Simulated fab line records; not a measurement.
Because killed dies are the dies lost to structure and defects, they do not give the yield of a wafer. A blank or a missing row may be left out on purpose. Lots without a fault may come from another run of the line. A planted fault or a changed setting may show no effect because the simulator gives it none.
fab line records -- flow n5Finfet
[record] lots = 7, wafers = 39
route steps=1938 shown ZERO_LAYER@11 STI_FIN_REVEAL@190 HKMG_FIN@413 BEOL_M0_SAQP@633 BEOL_M2@841 BEOL_M6@1194
startH: start of the lot's first displayed wafer, in hours after the record's first day -- waitH: time in hours since the lot's previous step -- " same as the row above -- L1.1+2: a row that stands for several wafers -- - no value, or no start given -- * or withheld: withheld -- < > ~ a bound
route shown NAME@n: names a module that has steps shown in the file, with the first one's number in the route -- usual: mean/standard deviation taken from wafers without a fault -- same: alike in all rows -- chamber/n: place in a boat -- sites: readings site by site -- _std_site: the values' standard deviation -- _edge_site: mean of outer sites minus mean of inner sites -- radiusMm: for every site, how far away it sits from the centre of the wafer -- mask NAME#n: copy n -- behind: the tool/chamber that last shaped the wafer -- hold: the reason the lot was held/the length of the hold in hours/how it ended -- device: which transistor (n, p or np) failed to switch -- end of line: the route-end tests of the same wafers -- step lacking rows: just its recipe -- killed: count of dies lost to structure and defects at first sort (not the wafer's yield) -- map: a wafer's dies, marking killed ones x, the rest . and places with no die _
set.NAME: the setting that was run; set.NAME@STEP: the one run at that earlier step -- model.NAME: the simulator's own value behind a step, which no gauge read
one table per step and one row per wafer, for lots whose settings were changed on purpose
[[steps]]
[step N5_ZERO_LAYER_DEVELOP_10]
[recipe] developTimeS = 60, rinseLiquid = diw, dry = airSpin, devTempC = 21
lot.wafer,tool,chamber,startH,waitH,set.developTimeS
L078.1+3+5,lithoTrack-02,0,-,-,60
L081.1+2+6,lithoTrack-03,0,-,-,28.67
L081.3+4+5,lithoTrack-03,0,-,-,60
L082.1+4+6,lithoTrack-01,0,-,-,90.4
L082.2+3+5,lithoTrack-01,0,-,-,60
L083.1+2+4,lithoTrack-02,0,-,-,27.58
L083.3+5+6,lithoTrack-02,0,-,-,60
L091.1+2+3+4+5+6,lithoTrack-02,0,-,-,60
L092.1+2+3+4+5+6,lithoTrack-02,0,-,-,60
L093.1+2+3+4+5+6,lithoTrack-03,0,-,-,60
[step N5_ZERO_LAYER_HARDBAKE_23]
[recipe] tempC = 130, timeS = 120
[step N5_ZERO_LAYER_CD_MEAS_11]
[recipe] targetCdNm = 2000, landingEnergyEv = 500, detector = seInlens
[usual] cdNm = 2000.0/2.4
lot.wafer,tool,chamber,startH,waitH,set.developTimeS@ZERO_LAYER_DEVELOP_10,cdNm
L078.1,cdSem-01,0,36.66,-,60,2002.7
L078.3,cdSem-01,0,36.66,-,60,2003.4
L078.5,cdSem-01,0,36.66,-,60,2002.9
L081.1,cdSem-01,0,54.77,-,28.67,1986.2
L081.2,cdSem-01,0,54.77,-,28.67,1987.6
L081.3,cdSem-01,0,54.77,-,60,1999.7
L081.4,cdSem-01,0,54.77,-,60,2001.1
L081.5,cdSem-01,0,54.77,-,60,2001.9
L081.6,cdSem-01,0,54.77,-,28.67,1985.6
L082.1,cdSem-01,0,60.77,-,90.4,2007.7
L082.2,cdSem-01,0,60.77,-,60,1999.0
L082.3,cdSem-01,0,60.77,-,60,2001.7
L082.4,cdSem-01,0,60.77,-,90.4,2006.5
L082.5,cdSem-01,0,60.77,-,60,1996.1
L082.6,cdSem-01,0,60.77,-,90.4,2006.7
L083.1,cdSem-02,0,66.77,-,27.58,1984.2
L083.2,cdSem-02,0,66.77,-,27.58,1986.1
L083.3,cdSem-02,0,66.77,-,60,2003.3
L083.4,cdSem-02,0,66.77,-,27.58,1985.2
L083.5,cdSem-02,0,66.77,-,60,2000.3
L083.6,cdSem-02,0,66.77,-,60,2003.3
L091.1,cdSem-03,0,114.77,-,60,2003.3
L091.2,cdSem-03,0,114.77,-,60,2002.6
L091.3,cdSem-03,0,114.77,-,60,2002.4
L091.4,cdSem-03,0,114.77,-,60,2000.3
L091.5,cdSem-03,0,114.77,-,60,1999.1
L091.6,cdSem-03,0,114.77,-,60,2000.6
L092.1,cdSem-02,0,120.77,-,60,1999.7
L092.2,cdSem-02,0,120.77,-,60,2000.5
L092.3,cdSem-02,0,120.77,-,60,1999.1
L092.4,cdSem-02,0,120.77,-,60,1997.9
L092.5,cdSem-02,0,120.77,-,60,2000.4
L092.6,cdSem-02,0,120.77,-,60,1997.9
L093.1,cdSem-02,0,126.64,-,60,2001.6
L093.2,cdSem-02,0,126.64,-,60,1999.3
L093.3,cdSem-02,0,126.64,-,60,1998.8
L093.4,cdSem-02,0,126.64,-,60,1997.7
L093.5,cdSem-02,0,126.64,-,60,2000.1
L093.6,cdSem-02,0,126.64,-,60,2002.7
[step N5_ZERO_LAYER_DESCUM_16]
[recipe] chemistry = O2, timeS = 7.9, sourcePowerW = 50, biasPowerW = 20, pressureMtorr = 20, rfFrequencyHz = 2.712e+07, tempC = 40, o2FlowSccm = 225
lot.wafer,tool,chamber,startH,waitH,set.developTimeS@ZERO_LAYER_DEVELOP_10,model.ZERO_LAYER.cdNm
L078.1+3+5,rieDiel-03,"0,2,3",36.97,0.3,60,2003
L081.1,rieDiel-01,1,54.80,0.0,28.67,1987
L081.2,rieDiel-01,3,54.80,0.0,28.67,1988
L081.3,rieDiel-01,0,54.80,0.0,60,2000
L081.4,rieDiel-01,0,54.80,0.0,60,2001
L081.5,rieDiel-01,3,54.80,0.0,60,2002
L081.6,rieDiel-01,1,54.80,0.0,28.67,1986
L082.1,rieDiel-02,3,61.09,0.3,90.4,2008
L082.2,rieDiel-02,0,61.09,0.3,60,1999
L082.3,rieDiel-02,1,61.09,0.3,60,2002
L082.4+6,rieDiel-02,"2,0",61.09,0.3,90.4,2006
L082.5,rieDiel-02,3,61.09,0.3,60,-
L083.1,rieDiel-01,0,66.81,0.0,27.58,1984
L083.2,rieDiel-01,1,66.81,0.0,27.58,1986
L083.3+6,rieDiel-01,"2,3",66.81,0.0,60,2003
L083.4,rieDiel-01,3,66.81,0.0,27.58,1985
L083.5,rieDiel-01,0,66.81,0.0,60,2000
L091.1,rieDiel-01,0,114.80,0.0,60,2003
L091.2+3,rieDiel-01,"2,1",114.80,0.0,60,2002
L091.4,rieDiel-01,3,114.80,0.0,60,2000
L091.5,rieDiel-01,2,114.80,0.0,60,1999
L091.6,rieDiel-01,3,114.80,0.0,60,2001
L092.1+3,rieDiel-02,"2,3",120.80,0.0,60,1999
L092.2+5,rieDiel-02,1,120.80,0.0,60,2000
L092.4+6,rieDiel-02,"2,3",120.80,0.0,60,1998
L093.1,rieDiel-01,1,126.68,0.0,60,2002
L093.2,rieDiel-01,3,126.68,0.0,60,-
L093.3,rieDiel-01,0,126.68,0.0,60,1999
L093.4,rieDiel-01,2,126.68,0.0,60,1997
L093.5,rieDiel-01,3,126.68,0.0,60,2000
L093.6,rieDiel-01,0,126.68,0.0,60,2003
[step N5_STI_FIN_REVEAL_ETCHBACK_08]
[recipe] chemistry = C4F6/O2, target = SiO2, targetDepthA = 305, timeS = 10.167, ionEnergyEv = 250, pressureMtorr = 30, sourceW = 345, biasW = 185, Ar_flow_sccm = 300, C4F6_flow_sccm = 10, O2_flow_sccm = 10
lot.wafer,tool,chamber,startH,waitH,set.timeS
L078.1+3+5,rieDiel-05,"0,3,2",58.34,0.2,10.167
L081.1+2+3+4+5+6,rieDiel-06,"2,3,1,2,3,1",75.54,0.2,10.167
L082.1+2+4,rieDiel-05,"1,0,2",82.63,0.2,10.167
L082.3+5+6,rieDiel-05,"3,1,2",82.63,0.2,8.138
L083.1+3+4,rieDiel-04,"0,3,2",87.78,0.2,10.167
L083.2+5+6,rieDiel-04,"1,2,3",87.78,0.2,12.61
L091.1+4+6,rieDiel-06,"0,1,0",163.74,0.2,10.167
L091.2+3+5,rieDiel-06,"3,2,1",163.74,0.2,13.56
L093.1+2+3+4+5+6,rieDiel-05,"2,3,0,1,1,2",166.21,0.4,10.167
L092.1+3+6,rieDiel-04,"0,3,1",166.26,0.3,15.82
L092.2+4+5,rieDiel-04,"1,0,3",166.26,0.3,10.167
[step N5_STI_FIN_REVEAL_STRIP_24]
[recipe] chemistry = N2/H2, timeS = 90, powerW = 100, tempC = 40, pressureMtorr = 100, rfFrequencyHz = 6e+07, biasPowerW = 3, n2FlowSccm = 300, h2FlowSccm = 300
[step N5_STI_FIN_REVEAL_PRECLEAN_25]
[recipe] chemistry = SPM, timeS = 90, tempC = 120, mix = 4:1
[step N5_STI_FIN_REVEAL_SRD_23]
[recipe] dry = ipaMarangoni, timeS = 30, tempC = 23, rinseLiquid = diw
[step N5_STI_FIN_REVEAL_FIN_H_MEAS_10]
[usual] trenchDepthNm = 51.9/0.77
lot.wafer,tool,chamber,startH,waitH,set.timeS@STI_FIN_REVEAL_ETCHBACK_08,trenchDepthNm
L078.1,ocd-01,-,61.30,0.0,10.167,51.5
L078.3,ocd-01,-,61.30,0.0,10.167,52.1
L078.5,ocd-01,-,61.30,0.0,10.167,51.7
L081.1,ocd-02,-,78.49,0.0,10.167,51.5
L081.2,ocd-02,-,78.49,0.0,10.167,52.6
L081.3,ocd-02,-,78.49,0.0,10.167,52.0
L081.4,ocd-02,-,78.49,0.0,10.167,51.7
L081.5,ocd-02,-,78.49,0.0,10.167,52.8
L081.6,ocd-02,-,78.49,0.0,10.167,52.4
L082.1,ocd-01,-,85.60,0.0,10.167,51.6
L082.2,ocd-01,-,85.60,0.0,10.167,51.3
L082.3,ocd-01,-,85.60,0.0,8.138,45.2
L082.4,ocd-01,-,85.60,0.0,10.167,50.9
L082.5,ocd-01,-,85.60,0.0,8.138,45.6
L082.6,ocd-01,-,85.60,0.0,8.138,44.9
L083.1,ocd-01,-,90.75,0.0,10.167,51.8
L083.2,ocd-01,-,90.75,0.0,12.61,58.8
L083.3,ocd-01,-,90.75,0.0,10.167,52.6
L083.4,ocd-01,-,90.75,0.0,10.167,52.9
L083.5,ocd-01,-,90.75,0.0,12.61,59.8
L083.6,ocd-01,-,90.75,0.0,12.61,60.4
L091.1,ocd-01,-,166.98,0.0,10.167,52.1
L091.2,ocd-01,-,166.98,0.0,13.56,62.3
L091.3,ocd-01,-,166.98,0.0,13.56,60.9
L091.4,ocd-01,-,166.98,0.0,10.167,51.7
L091.5,ocd-01,-,166.98,0.0,13.56,62.0
L091.6,ocd-01,-,166.98,0.0,10.167,52.8
L093.1,ocd-01,-,169.15,0.0,10.167,52.0
L093.2,ocd-01,-,169.15,0.0,10.167,50.9
L093.3,ocd-01,-,169.15,0.0,10.167,51.2
L093.4,ocd-01,-,169.15,0.0,10.167,51.7
L093.5,ocd-01,-,169.15,0.0,10.167,52.1
L093.6,ocd-01,-,169.15,0.0,10.167,52.1
L092.1,ocd-01,-,169.55,0.0,15.82,69.7
L092.2,ocd-01,-,169.55,0.0,10.167,51.4
L092.3,ocd-01,-,169.55,0.0,15.82,69.9
L092.4,ocd-01,-,169.55,0.0,10.167,52.3
L092.5,ocd-01,-,169.55,0.0,10.167,53.1
L092.6,ocd-01,-,169.55,0.0,15.82,68.8
[step N5_HKMG_FIN_CVD_62]
[recipe] material = a-Si, targetThkA = 30, tempC = 500, precursor = Si2H6, pressureTorr = 1, timeS = 20.8
lot.wafer,tool,chamber,startH,waitH,set.timeS,model.a-Si_of_HKMG_FIN_CVD_62.thkNm
L078.1+3+5,thermalCvdSi-02,"0,1,2",96.10,0.2,20.8,3
L081.1+5+6,thermalCvdSi-02,"2,1,0",116.98,0.2,26.29,3.6
L081.2+3+4,thermalCvdSi-02,"1,0,2",116.98,0.2,20.8,2.8
L082.1+2+3+5,thermalCvdSi-01,"2,1,0,0",124.03,0.2,20.8,3
L082.4+6,thermalCvdSi-01,"1,2",124.03,0.2,20.8,2.8
L083.1+2+6,thermalCvdSi-02,"1,2,0",125.83,0.2,26.64,3.8
L083.3+4,thermalCvdSi-02,"0,1",125.83,0.2,20.8,3
L083.5,thermalCvdSi-02,2,125.83,0.2,20.8,2.8
L093.1+3+4,thermalCvdSi-02,"1,2,2",206.63,0.2,8.454,1.2
L093.2+5+6,thermalCvdSi-02,"0,0,1",206.63,0.2,20.8,3
L091.1+4+5,thermalCvdSi-01,"1,1,0",211.27,0.2,26.35,3.8
L091.2+3+6,thermalCvdSi-01,"2,0,2",211.27,0.2,20.8,3
L092.1+4+5,thermalCvdSi-02,"0,2,0",215.32,0.2,16.37,2.2
L092.2,thermalCvdSi-02,1,215.32,0.2,20.8,3
L092.3+6,thermalCvdSi-02,"2,1",215.32,0.2,20.8,2.8
[step N5_BEOL_M0_SAQP_ILD_DEP_01]
[recipe] material = SiOC, targetThkA = 454.19, tempC = 350, precursor = DEMS/O2, pressureTorr = 5, rfW = 500, timeS = 8.7
lot.wafer,tool,chamber,startH,waitH,set.timeS,model.SiOC_of_BEOL_M0_SAQP_ILD_DEP_01.thkNm
L078.1,pecvd-01,1,128.43,0.0,8.7,45.4
L078.3,pecvd-01,0,128.43,0.0,8.7,45.2
L078.5,pecvd-01,0,128.43,0.0,8.7,45
L081.1,pecvd-04,0,148.46,0.0,8.7,45
L081.2,pecvd-04,1,148.46,0.0,13.18,68.2
L081.3,pecvd-04,2,148.46,0.0,13.18,68.4
L081.4,pecvd-04,1,148.46,0.0,8.7,45.6
L081.5,pecvd-04,0,148.46,0.0,8.7,45.8
L081.6,pecvd-04,2,148.46,0.0,13.18,69.6
L082.1,pecvd-01,0,152.88,0.0,8.7,45.8
L082.2,pecvd-01,2,152.88,0.0,8.7,45.4
L082.3+4,pecvd-01,1,152.88,0.0,8.7,46.6
L082.5,pecvd-01,2,152.88,0.0,8.7,46.2
L082.6,pecvd-01,0,152.88,0.0,8.7,46.4
L083.1,pecvd-01,2,155.88,0.0,8.7,45.2
L083.2+6,pecvd-01,"1,0",155.88,0.0,8.7,45.8
L083.3,pecvd-01,0,155.88,0.0,8.7,45.6
L083.4,pecvd-01,2,155.88,0.0,8.7,46
L083.5,pecvd-01,1,155.88,0.0,8.7,46.6
L093.1,pecvd-04,2,239.16,0.0,4.123,21.6
L093.2,pecvd-04,1,239.16,0.0,4.123,21.4
L093.3,pecvd-04,0,239.16,0.0,4.123,21.2
L093.4,pecvd-04,1,239.16,0.0,8.7,45.6
L093.5,pecvd-04,0,239.16,0.0,8.7,45.8
L093.6,pecvd-04,2,239.16,0.0,8.7,46
L091.1,pecvd-02,1,242.23,0.0,6.248,33.4
L091.2,pecvd-02,2,242.23,0.0,6.248,32.6
L091.3,pecvd-02,0,242.23,0.0,8.7,44.8
L091.4,pecvd-02,0,242.23,0.0,6.248,33
L091.5+6,pecvd-02,"2,1",242.23,0.0,8.7,46.2
L092.1,pecvd-01,0,248.25,0.0,4.751,24.4
L092.2,pecvd-01,2,248.25,0.0,4.751,24.2
L092.3,pecvd-01,0,248.25,0.0,4.751,25
L092.4+5,pecvd-01,2,248.25,0.0,8.7,45.6
L092.6,pecvd-01,0,248.25,0.0,8.7,46
[step N5_BEOL_M2_ILD_DEP_00]
[recipe] material = SiOC, targetThkA = 790, tempC = 350, precursor = DEMS/O2, pressureTorr = 5, rfW = 500, timeS = 15.3
lot.wafer,tool,chamber,startH,waitH,set.targetThkA,model.SiOC_of_BEOL_M2_ILD_DEP_00.thkNm
L078.1,pecvd-04,0,151.32,0.0,790,77.4
L078.3,pecvd-04,2,151.32,0.0,790,77.6
L078.5,pecvd-04,1,151.32,0.0,790,79.6
L081.1,pecvd-03,2,177.45,0.0,1034,103.4
L081.2,pecvd-03,0,177.45,0.0,790,78.2
L081.3,pecvd-03,1,177.45,0.0,1034,102.6
L081.4,pecvd-03,2,177.45,0.0,1034,106
L081.5,pecvd-03,0,177.45,0.0,790,79.2
L081.6,pecvd-03,1,177.45,0.0,790,79.6
L082.1,pecvd-01,2,178.98,0.0,1264,124.6
L082.2,pecvd-01,0,178.98,0.0,1264,126.2
L082.3,pecvd-01,1,178.98,0.0,790,77.8
L082.4,pecvd-01,1,178.98,0.0,790,79.2
L082.5,pecvd-01,0,178.98,0.0,1264,127.2
L082.6,pecvd-01,2,178.98,0.0,790,79.4
L083.1,pecvd-03,2,183.80,0.0,790,79
L083.2,pecvd-03,1,183.80,0.0,942.4,93.8
L083.3,pecvd-03,0,183.80,0.0,790,78.6
L083.4,pecvd-03,2,183.80,0.0,942.4,96.2
L083.5,pecvd-03,1,183.80,0.0,942.4,95.6
L083.6,pecvd-03,0,183.80,0.0,790,79.4
L093.1,pecvd-03,2,259.69,0.0,790,78.8
L093.2,pecvd-03,0,259.69,0.0,366.8,35.6
L093.3,pecvd-03,1,259.69,0.0,790,79.2
L093.4,pecvd-03,1,259.69,0.0,366.8,37
L093.5,pecvd-03,2,259.69,0.0,790,79.8
L093.6,pecvd-03,0,259.69,0.0,366.8,36.8
L091.1+2,pecvd-04,"0,2",264.48,0.0,790,79.2
L091.3,pecvd-04,1,264.48,0.0,790,79.4
L091.4,pecvd-04,2,264.48,0.0,790,80.2
L091.5,pecvd-04,0,264.48,0.0,790,80.8
L091.6,pecvd-04,1,264.48,0.0,790,80.6
L092.1,pecvd-04,1,268.74,0.0,790,78.2
L092.2,pecvd-04,2,268.74,0.0,790,78
L092.3,pecvd-04,0,268.74,0.0,790,77.2
L092.4,pecvd-04,2,268.74,0.0,790,79
L092.5,pecvd-04,0,268.74,0.0,790,80
L092.6,pecvd-04,1,268.74,0.0,790,79.2
[step N5_BEOL_M2_THK_MEAS_01]
[recipe] reads = SiOC_of_BEOL_M2_ILD_DEP_00
[usual] M2_ILD_THK = 79.1/0.96
lot.wafer,tool,chamber,startH,waitH,set.targetThkA@BEOL_M2_ILD_DEP_00,M2_ILD_THK[nm]
L078.1,filmMetro-01,-,151.39,0.0,790,77.3
L078.3,filmMetro-01,-,151.39,0.0,790,77.6
L078.5,filmMetro-01,-,151.39,0.0,790,79.6
L081.1,filmMetro-02,-,177.52,0.0,1034,103.3
L081.2,filmMetro-02,-,177.52,0.0,790,78.2
L081.3,filmMetro-02,-,177.52,0.0,1034,102.5
L081.4,filmMetro-02,-,177.52,0.0,1034,105.9
L081.5,filmMetro-02,-,177.52,0.0,790,79.2
L081.6,filmMetro-02,-,177.52,0.0,790,79.7
L082.1,filmMetro-02,-,179.05,0.0,1264,124.7
L082.2,filmMetro-02,-,179.05,0.0,1264,126.2
L082.3,filmMetro-02,-,179.05,0.0,790,77.8
L082.4,filmMetro-02,-,179.05,0.0,790,79.1
L082.5,filmMetro-02,-,179.05,0.0,1264,127.2
L082.6,filmMetro-02,-,179.05,0.0,790,79.5
L083.1,filmMetro-01,-,183.87,0.0,790,79.0
L083.2,filmMetro-01,-,183.87,0.0,942.4,93.8
L083.3,filmMetro-01,-,183.87,0.0,790,78.6
L083.4,filmMetro-01,-,183.87,0.0,942.4,96.2
L083.5,filmMetro-01,-,183.87,0.0,942.4,95.7
L083.6,filmMetro-01,-,183.87,0.0,790,79.4
L093.1,filmMetro-01,-,259.76,0.0,790,78.7
L093.2,filmMetro-01,-,259.76,0.0,366.8,35.6
L093.3,filmMetro-01,-,259.76,0.0,790,79.2
L093.4,filmMetro-01,-,259.76,0.0,366.8,37.0
L093.5,filmMetro-01,-,259.76,0.0,790,79.6
L093.6,filmMetro-01,-,259.76,0.0,366.8,36.7
L091.1,filmMetro-01,-,264.54,0.0,790,79.2
L091.2,filmMetro-01,-,264.54,0.0,790,79.2
L091.3,filmMetro-01,-,264.54,0.0,790,79.3
L091.4,filmMetro-01,-,264.54,0.0,790,80.3
L091.5,filmMetro-01,-,264.54,0.0,790,80.8
L091.6,filmMetro-01,-,264.54,0.0,790,80.7
L092.1,filmMetro-01,-,268.82,0.1,790,78.3
L092.2,filmMetro-01,-,268.82,0.1,790,77.9
L092.3,filmMetro-01,-,268.82,0.1,790,77.3
L092.4,filmMetro-01,-,268.82,0.1,790,78.9
L092.5,filmMetro-01,-,268.82,0.1,790,80.1
L092.6,filmMetro-01,-,268.82,0.1,790,79.1
[step N5_BEOL_M6_ILD_DEP_00]
[recipe] material = SiCOH_lowk, targetThkA = 1797.5, tempC = 300, precursor = DEMS/porogen, pressureTorr = 5, rfW = 500, timeS = 33.4
lot.wafer,tool,chamber,startH,waitH,set.timeS,model.SiCOH_lowk_of_BEOL_M6_ILD_DEP_00.thkNm
L078.1,pecvd-01,1,215.67,0.0,33.4,178.2
L078.3,pecvd-01,2,215.67,0.0,33.4,176.2
L078.5,pecvd-01,0,215.67,0.0,33.4,181.6
L081.1,pecvd-03,1,225.87,0.0,33.4,178.6
L081.2,pecvd-03,0,225.87,0.0,33.4,180.2
L081.3,pecvd-03,1,225.87,0.0,49.62,269.2
L081.4,pecvd-03,0,225.87,0.0,49.62,266
L081.5,pecvd-03,1,225.87,0.0,49.62,267.8
L081.6,pecvd-03,0,225.87,0.0,33.4,183.4
L082.1,pecvd-01,0,226.12,0.0,51.56,273.8
L082.2,pecvd-01,1,226.12,0.0,33.4,178.8
L082.3,pecvd-01,2,226.12,0.0,51.56,272
L082.4,pecvd-01,2,226.12,0.0,33.4,179.4
L082.5,pecvd-01,0,226.12,0.0,51.56,276.4
L082.6,pecvd-01,1,226.12,0.0,33.4,178.2
L083.1,pecvd-03,0,245.21,0.0,14.55,81
L083.2,pecvd-03,1,245.21,0.0,33.4,179.4
L083.3,pecvd-03,1,245.21,0.0,14.55,79.8
L083.4,pecvd-03,0,245.21,0.0,14.55,81.4
L083.5,pecvd-03,1,245.21,0.0,33.4,180.2
L083.6,pecvd-03,0,245.21,0.0,33.4,183.2
L091.1,pecvd-03,1,318.95,0.0,16.88,94
L091.2,pecvd-03,0,318.95,0.0,16.88,93
L091.3,pecvd-03,2,318.95,0.0,16.88,92.2
L091.4,pecvd-03,1,318.95,0.0,33.4,182.6
L091.5,pecvd-03,0,318.95,0.0,33.4,182.8
L091.6,pecvd-03,2,318.95,0.0,33.4,181
L093.1+3,pecvd-03,"0,1",321.66,0.0,33.4,177
L093.2,pecvd-03,2,321.66,0.0,33.4,174
L093.4,pecvd-03,1,321.66,0.0,33.4,181.6
L093.5,pecvd-03,2,321.66,0.0,33.4,176.8
L093.6,pecvd-03,0,321.66,0.0,33.4,177.2
L092.1,pecvd-03,2,329.84,0.0,33.4,177.6
L092.2,pecvd-03,1,329.84,0.0,33.4,179.2
L092.3,pecvd-03,0,329.84,0.0,50.17,266.2
L092.4,pecvd-03,0,329.84,0.0,33.4,182.8
L092.5+6,pecvd-03,"2,1",329.84,0.0,50.17,269.6
[step N5_BEOL_M6_CURE_74]
[recipe] tempC = 385, timeS = 240, ambient = He/Ar, material = SiCOH_lowk
lot.wafer,tool,chamber,startH,waitH,set.timeS@BEOL_M6_ILD_DEP_00,model.SiCOH_lowk_of_BEOL_M6_ILD_DEP_00.thkNm
L078.1,uvCure-03,2,216.00,0.3,33.4,153.6
L078.3,uvCure-03,2,216.00,0.3,33.4,152
L078.5,uvCure-03,2,216.00,0.3,33.4,156.6
L081.1,uvCure-03,2,226.19,0.3,33.4,154
L081.2,uvCure-03,2,226.19,0.3,33.4,155.4
L081.3,uvCure-03,2,226.19,0.3,49.62,233.4
L081.4,uvCure-03,2,226.19,0.3,49.62,230.4
L081.5,uvCure-03,2,226.19,0.3,49.62,232
L081.6,uvCure-03,2,226.19,0.3,33.4,158.2
L082.1,uvCure-03,2,226.67,0.5,51.56,237.4
L082.2,uvCure-03,2,226.67,0.5,33.4,154.2
L082.3,uvCure-03,2,226.67,0.5,51.56,235.8
L082.4,uvCure-03,2,226.67,0.5,33.4,154.8
L082.5,uvCure-03,2,226.67,0.5,51.56,239.8
L082.6,uvCure-03,2,226.67,0.5,33.4,153.6
L083.1,uvCure-02,1,245.29,0.1,14.55,69.4
L083.2,uvCure-02,1,245.29,0.1,33.4,154.6
L083.3,uvCure-02,1,245.29,0.1,14.55,68.4
L083.4,uvCure-02,1,245.29,0.1,14.55,69.8
L083.5,uvCure-02,1,245.29,0.1,33.4,155.4
L083.6,uvCure-02,1,245.29,0.1,33.4,158
L091.1,uvCure-03,2,319.02,0.0,16.88,80.8
L091.2,uvCure-03,2,319.02,0.0,16.88,79.8
L091.3,uvCure-03,2,319.02,0.0,16.88,79.2
L091.4+5,uvCure-03,2,319.02,0.0,33.4,157.6
L091.6,uvCure-03,2,319.02,0.0,33.4,156.2
L093.1+3+6,uvCure-03,1,321.73,0.0,33.4,152.6
L093.2,uvCure-03,1,321.73,0.0,33.4,150
L093.4,uvCure-03,1,321.73,0.0,33.4,156.6
L093.5,uvCure-03,1,321.73,0.0,33.4,152.4
L092.1,uvCure-01,1,329.91,0.0,33.4,153
L092.2,uvCure-01,1,329.91,0.0,33.4,154.6
L092.3,uvCure-01,1,329.91,0.0,50.17,230.6
L092.4,uvCure-01,1,329.91,0.0,33.4,157.8
L092.5+6,uvCure-01,1,329.91,0.0,50.17,233.6
[step N5_BEOL_M6_THK_MEAS_01]
[recipe] reads = SiCOH_lowk_of_BEOL_M6_ILD_DEP_00
[usual] M6_ILD_THK = 155.3/1.8
lot.wafer,tool,chamber,startH,waitH,set.timeS@BEOL_M6_ILD_DEP_00,M6_ILD_THK[nm]
L078.1,filmMetro-01,-,216.52,0.4,33.4,153.6
L078.3,filmMetro-01,-,216.52,0.4,33.4,152.0
L078.5,filmMetro-01,-,216.52,0.4,33.4,156.6
L081.1,filmMetro-02,-,226.70,0.4,33.4,153.9
L081.2,filmMetro-02,-,226.70,0.4,33.4,155.5
L081.3,filmMetro-02,-,226.70,0.4,49.62,233.4
L081.4,filmMetro-02,-,226.70,0.4,49.62,230.7
L081.5,filmMetro-02,-,226.70,0.4,49.62,232.1
L081.6,filmMetro-02,-,226.70,0.4,33.4,158.0
L082.1,filmMetro-02,-,227.18,0.4,51.56,237.5
L082.2,filmMetro-02,-,227.18,0.4,33.4,154.2
L082.3,filmMetro-02,-,227.18,0.4,51.56,235.9
L082.4,filmMetro-02,-,227.18,0.4,33.4,154.7
L082.5,filmMetro-02,-,227.18,0.4,51.56,239.8
L082.6,filmMetro-02,-,227.18,0.4,33.4,153.5
L083.1,filmMetro-02,-,245.80,0.4,14.55,69.4
L083.2,filmMetro-02,-,245.80,0.4,33.4,154.7
L083.3,filmMetro-02,-,245.80,0.4,14.55,68.5
L083.4,filmMetro-02,-,245.80,0.4,14.55,69.8
L083.5,filmMetro-02,-,245.80,0.4,33.4,155.4
L083.6,filmMetro-02,-,245.80,0.4,33.4,158.0
L091.1,filmMetro-01,-,319.53,0.4,16.88,80.6
L091.2,filmMetro-01,-,319.53,0.4,16.88,79.9
L091.3,filmMetro-01,-,319.53,0.4,16.88,79.2
L091.4,filmMetro-01,-,319.53,0.4,33.4,157.6
L091.5,filmMetro-01,-,319.53,0.4,33.4,157.6
L091.6,filmMetro-01,-,319.53,0.4,33.4,156.1
L093.1,filmMetro-02,-,322.72,0.8,33.4,152.9
L093.2,filmMetro-02,-,322.72,0.8,33.4,149.8
L093.3,filmMetro-02,-,322.72,0.8,33.4,152.7
L093.4,filmMetro-02,-,322.72,0.8,33.4,156.8
L093.5,filmMetro-02,-,322.72,0.8,33.4,152.5
L093.6,filmMetro-02,-,322.72,0.8,33.4,152.8
L092.1,filmMetro-01,-,330.42,0.4,33.4,153.1
L092.2,filmMetro-01,-,330.42,0.4,33.4,154.5
L092.3,filmMetro-01,-,330.42,0.4,50.17,230.8
L092.4,filmMetro-01,-,330.42,0.4,33.4,157.6
L092.5,filmMetro-01,-,330.42,0.4,50.17,233.8
L092.6,filmMetro-01,-,330.42,0.4,50.17,233.6
[[key]]
[split] step = N5_ZERO_LAYER_DEVELOP_10, setting = developTimeS, stated = 60, by = wafer
[response] step = N5_ZERO_LAYER_CD_MEAS_11, reading = cdNm, change = +0.254, per = 1%, r = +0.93
[response] step = N5_ZERO_LAYER_DESCUM_16, reading = model.ZERO_LAYER.cdNm, change = +0.252, per = 1%, r = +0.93
[split] step = N5_STI_FIN_REVEAL_ETCHBACK_08, setting = timeS, stated = 10.167, by = wafer
[response] step = N5_STI_FIN_REVEAL_FIN_H_MEAS_10, reading = trenchDepthNm, change = +0.303, per = 1%, r = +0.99
[split] step = N5_HKMG_FIN_CVD_62, setting = timeS, stated = 20.8, by = wafer
[response] step = N5_HKMG_FIN_CVD_62, reading = model.a-Si_of_HKMG_FIN_CVD_62.thkNm, change = +0.0304, per = 1%, r = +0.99
[split] step = N5_BEOL_M0_SAQP_ILD_DEP_01, setting = timeS, stated = 8.7, by = wafer
[response] step = N5_BEOL_M0_SAQP_ILD_DEP_01, reading = model.SiOC_of_BEOL_M0_SAQP_ILD_DEP_01.thkNm, change = +0.46, per = 1%, r = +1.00
[split] step = N5_BEOL_M2_ILD_DEP_00, setting = targetThkA, stated = 790, by = wafer
[response] step = N5_BEOL_M2_ILD_DEP_00, reading = model.SiOC_of_BEOL_M2_ILD_DEP_00.thkNm, change = +0.797, per = 1%, r = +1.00
[response] step = N5_BEOL_M2_THK_MEAS_01, reading = M2_ILD_THK, change = +0.796, per = 1%, r = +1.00
[split] step = N5_BEOL_M6_ILD_DEP_00, setting = timeS, stated = 33.4, by = wafer
[response] step = N5_BEOL_M6_ILD_DEP_00, reading = model.SiCOH_lowk_of_BEOL_M6_ILD_DEP_00.thkNm, change = +1.78, per = 1%, r = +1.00
[response] step = N5_BEOL_M6_CURE_74, reading = model.SiCOH_lowk_of_BEOL_M6_ILD_DEP_00.thkNm, change = +1.55, per = 1%, r = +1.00
[response] step = N5_BEOL_M6_THK_MEAS_01, reading = M6_ILD_THK, change = +1.55, per = 1%, r = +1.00
